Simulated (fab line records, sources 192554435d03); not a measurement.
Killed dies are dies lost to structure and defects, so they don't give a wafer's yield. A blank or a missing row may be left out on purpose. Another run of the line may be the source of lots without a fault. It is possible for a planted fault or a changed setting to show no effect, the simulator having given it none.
Problem report, 8D (eight disciplines) form, completed by code ; flow n5-finfet ; the parts of the form that need people (team, actions taken, sign-off) are left out

== 1. THE PROBLEM ==
run-length-s at N5_PASSIVATION_PECVD_35 reads a mean of 265.3 s on 3 wafers of 3 lots; wafers without a fault read 195.5 s with a standard deviation of 0.38. So: +99 or more standard deviations from the usual mean.
The step: deposits SiNx from SiH4/NH3/N2, target thk 700 nm, time 151.3 s.
Earliest sighting: wafer L978.6 on pecvd-03 at day 17 06:32. The record holds 24 wafers of 9 lots with a number at this step. Rule for "out", or "out of limits": more than 4 standard deviations from the usual mean. All remaining wafers that have a number are taken as sound.

== 2. WHAT IT IS, WHAT IT ISN'T ==
question;is;is not
which readings at this step;run-length-s;heater-power-w, showerhead-plenum-p-Torr, throttle-valve-pct
which lots;L977, L978, L979;L961, L964, L966, L968, L972, L975
which wafers of those lots;L977.4, L978.6, L979.4;L977.5, L978.5, L979.3
read on which tools;pecvd-03;pecvd-04
when;from day 17 06:32;"up to then (19 sound wafers); but 2 sound wafers of L977, L979 came after"

== 3. WHAT RULES OUT EACH SUSPECT ==
Counting: if a tool at a process step up to the reading ran every lot that is out, it stays a suspect. Sound lots after the first of them don't rule it out here, since some wafers of a struck lot are sound.
- pecvd-03 at N5_PASSIVATION_PECVD_35 (deposits SiNx from SiH4/NH3/N2, target thk 700 nm, time 151.3 s): kept. It processed each lot that is out (first: L978, day 17 06:32); up to then, its last sound lot is L975 (day 16 18:43). Its own run-length-s readings are out on those wafers.
Remaining after the count: pecvd-03 at N5_PASSIVATION_PECVD_35.

== 4. THE CAUSE (what the simulator had put in) ==
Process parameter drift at N5_PASSIVATION_PECVD_35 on pecvd-03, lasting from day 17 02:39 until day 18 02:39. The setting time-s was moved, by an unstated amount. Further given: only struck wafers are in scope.
Counting left only this tool.

== 5. THE EFFECT CHAIN, in route order ==
Each row: a reading where the mean over the struck wafers with a number is more than 3 standard deviations away from the usual. Only readings for which the record gives a usual standard deviation are gone through. hours: the time from each lot's start at the first step in this table that gives one to its start at this step, as a median over the lots. sigmas: the change in usual standard deviations.
hours;step;reading;usual;on struck wafers;change;sigmas
0;N5_PASSIVATION_PECVD_35;run-length-s;195.5 s;265.3;+69.8;+99 or more
4;N5_PASSIVATION_PROBE_49;defect-limited-yield;91.7 %;0.0;-91.7;-61
4;N5_PASSIVATION_PROBE_49;killed-at-other;3.3;1087.3;+1084.0;+99 or more
4;N5_PASSIVATION_PROBE_49;killed-dies;98;1180;+1082;+60
4;N5_PASSIVATION_PROBE_49;killed-on-rim;13;152;+139;+39
4;N5_PASSIVATION_PROBE_49;sort_bin_5_function;4.9 %;96.8;+91.9;+99 or more
4;N5_PASSIVATION_PROBE_49;sort-n-pass;1082;0;-1082;-60
4;N5_PASSIVATION_PROBE_49;sort-yield-pct;91.7 %;0.0;-91.7;-61
It contains these process steps:
- N5_PASSIVATION_PECVD_35: deposits SiNx from SiH4/NH3/N2, target thk 700 nm, time 151.3 s.
- N5_PASSIVATION_PROBE_49

== 6. WHAT WOULD HAVE CAUGHT IT SOONER ==
First out-of-limits reading in this record: day 17 06:32, which is 4 hours after fault onset at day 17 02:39.
